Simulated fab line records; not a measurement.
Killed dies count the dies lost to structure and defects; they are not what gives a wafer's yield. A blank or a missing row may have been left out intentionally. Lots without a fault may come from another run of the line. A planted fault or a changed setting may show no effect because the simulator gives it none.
Chamber matching | flow n5 finfet | N5_BEOL_M9_PECVD_70 on pecvd-04 has 3 sister chambers
The step deposits SiO2 from TEOS/O2, target thk 20 nm, time 22.7 s. 3 wafers are shown with their chamber, then 11 later ones without.

WAFERS WITH THEIR CHAMBER
wafer  | chamber | showerhead plenum p Torr (Torr)
L083.1 | 2       | 8.72
L083.6 | 1       | 8.87
L088.1 | 0       | 8.70

WAFERS MISSING THEIR CHAMBER
wafer  | showerhead plenum p Torr (Torr)
L088.4 | 8.70
L088.5 | 8.72
L091.2 | 8.90
L091.3 | 8.88
L091.6 | 8.86
L090.3 | 8.89
L090.4 | 8.71
L090.5 | 8.89
L096.2 | 8.69
L096.5 | 8.70
L096.6 | 8.86

CHAMBER TAKEN BY EACH
wafer  | from the rows above     | in truth
L088.4 | can't be placed: 0 or 2 | 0
L088.5 | can't be placed: 2 or 0 | 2
L091.2 | 1                       | 1
L091.3 | 1                       | 1
L091.6 | 1                       | 1
L090.3 | 1                       | 1
L090.4 | can't be placed: 2 or 0 | 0
L090.5 | 1                       | 1
L096.2 | can't be placed: 0 or 2 | 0
L096.5 | can't be placed: 0 or 2 | 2
L096.6 | 1                       | 1
6 of 11 placed correctly. Cannot be placed on the basis of these rows: 5; the candidates contain the true chamber in 5. 0 placed wrongly.
How it was worked out, from the rows above alone: a wafer's distance from a chamber is the root of the sum, over the readings, of the square of ((its reading less the chamber's mean) divided by the reading's scatter). The wafer belongs to the nearest chamber; if the next one is less than 2 further off, it can't be placed. The mean given for a chamber averages the wafers shown for that chamber. The scatter: with one shown wafer a chamber, the root of the mean of the squares of how far each hidden wafer lies from its nearest shown one.
